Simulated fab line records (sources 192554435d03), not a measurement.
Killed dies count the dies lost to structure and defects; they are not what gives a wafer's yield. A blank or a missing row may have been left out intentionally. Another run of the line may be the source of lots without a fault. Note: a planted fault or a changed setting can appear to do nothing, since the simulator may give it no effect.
Which tool did it?    flow n5Finfet    11 lots with 33 wafers sampled at 3 steps, on a route of 1938 steps

== WHAT THE GAUGES SHOWED, per wafer ==
N5_BEOL_M9_OVL_MEAS_12.
lot   measured      on          M9_OVL (nm)
L175  day 10 08:59  overlay-02  0.0 0.4 0.2
L174  day 10 09:12  overlay-02  0.7 0.2 1.9
L177  day 11 05:37  overlay-01  -0.4 -0.9 0.4
L178  day 11 10:17  overlay-02  -1.0 -1.4 -2.4
L183  day 12 20:35  overlay-01  -0.6 -0.1 -0.3
L187  day 13 18:49  overlay-02  -0.6 -0.5 -0.4
L189  day 14 04:46  overlay-02  -1.1 -1.4 -0.9
L191  day 14 14:22  overlay-01  0.7 0.4 0.3
L194  day 15 07:37  overlay-02  -0.8 -0.6 -0.7
L197  day 15 23:47  overlay-01  1.1 0.0 0.6
L196  day 16 00:46  overlay-02  -0.5 -0.3 -0.1

N5_BEOL_M9_INSPECT_30: inspects for defects (brightfield).
lot   measured      on                rawDefectCount
L175  day 10 12:14  defectInspect-02  293 300 307
L174  day 10 12:02  defectInspect-01  393 375 351
L177  day 11 09:11  defectInspect-01  485 435 476
L178  day 11 11:30  defectInspect-02  387 395 409
L183  day 12 22:25  defectInspect-02  291 347 347
L187  day 13 23:00  defectInspect-01  509 595 595
L189  day 14 06:47  defectInspect-01  518 656 650
L191  day 14 18:59  defectInspect-01  416 346 414
L194  day 15 09:30  defectInspect-01  211 429 346
L197  day 16 04:48  defectInspect-02  325 261 319
L196  day 16 04:59  defectInspect-02  390 402 396

== EACH LOT AND THE TOOL THAT RAN IT (in order: tool; ch and the chambers of the sampled wafers; start) ==
lot   N5_BEOL_M9_COAT_75
L175  lithoTrack-04 ch 0, day 10 11:46
L174  lithoTrack-03 ch 0, day 10 11:41
L177  lithoTrack-04 ch 0, day 11 08:40
L178  lithoTrack-04 ch 0, day 11 11:09
L183  lithoTrack-04 ch 0, day 12 22:01
L187  lithoTrack-04 ch 0, day 13 22:39
L189  lithoTrack-03 ch 0, day 14 06:26
L191  lithoTrack-05 ch 0, day 14 18:20
L194  lithoTrack-03 ch 0, day 15 09:01
L197  lithoTrack-04 ch 0, day 16 04:26
L196  lithoTrack-05 ch 0, day 16 04:26
- N5_BEOL_M9_COAT_75: time 60 s, resist thk 5 nm.

== WHAT THE TOOLS THEMSELVES READ (means of the sampled wafers that have a number; where no wafer has one, the mark that the record gives instead) ==
N5_BEOL_M9_COAT_75.
lot   tool           heaterPowerTotalW (W)  plateTempC (C)  runLengthS (s)
L175  lithoTrack-04  391.2                  204.98          66.28
L174  lithoTrack-03  392.5                  204.99          65.95
L177  lithoTrack-04  391.0                  204.97          66.24
L178  lithoTrack-04  391.4                  205.17          66.29
L183  lithoTrack-04  398.5                  204.97          64.74
L187  lithoTrack-04  404.3                  205.09          63.18
L189  lithoTrack-03  392.9                  204.91          65.95
L191  lithoTrack-05  392.6                  204.71          66.27
L194  lithoTrack-03  391.9                  204.75          65.89
L197  lithoTrack-04  391.5                  205.01          66.35
L196  lithoTrack-05  390.7                  204.96          66.34

== THE ANSWER, worked out from the rows above alone ==
Rule: the lots themselves supply what counts as usual. Put in order of their means at a reading, lots are off if they are a third of the lots or fewer, leave a main group of 4 or more, and stand apart from it by a gap of 3 or more times the standard deviation of the main group's means; of several such gaps the widest counts. If all means in a main group match to the digits the tables above print for the reading, that group is not used. Also off: a lot with no number at a reading for which 4 or more lots have one. Where the step has rows for the other lots, those lots are counted as sound. After the gauges, taken in route order, come the tools' own readings; for these a lot's mean is taken, as printed above. At the first step where some lot is off, the reading lying furthest off is the one used; lots without a number count as furthest.
Off: L183, L187 (N5_BEOL_M9_COAT_75, heaterPowerTotalW). For the main group the mean is 391.7 W and the standard deviation 0.73.
If a tool, at that step or one of the process steps before it, ran each lot that is off and ran no sound lot following the first of them, it fits. No candidate that was tried fits.

== WHAT HAD BEEN PUT IN BY THE SIMULATOR ==
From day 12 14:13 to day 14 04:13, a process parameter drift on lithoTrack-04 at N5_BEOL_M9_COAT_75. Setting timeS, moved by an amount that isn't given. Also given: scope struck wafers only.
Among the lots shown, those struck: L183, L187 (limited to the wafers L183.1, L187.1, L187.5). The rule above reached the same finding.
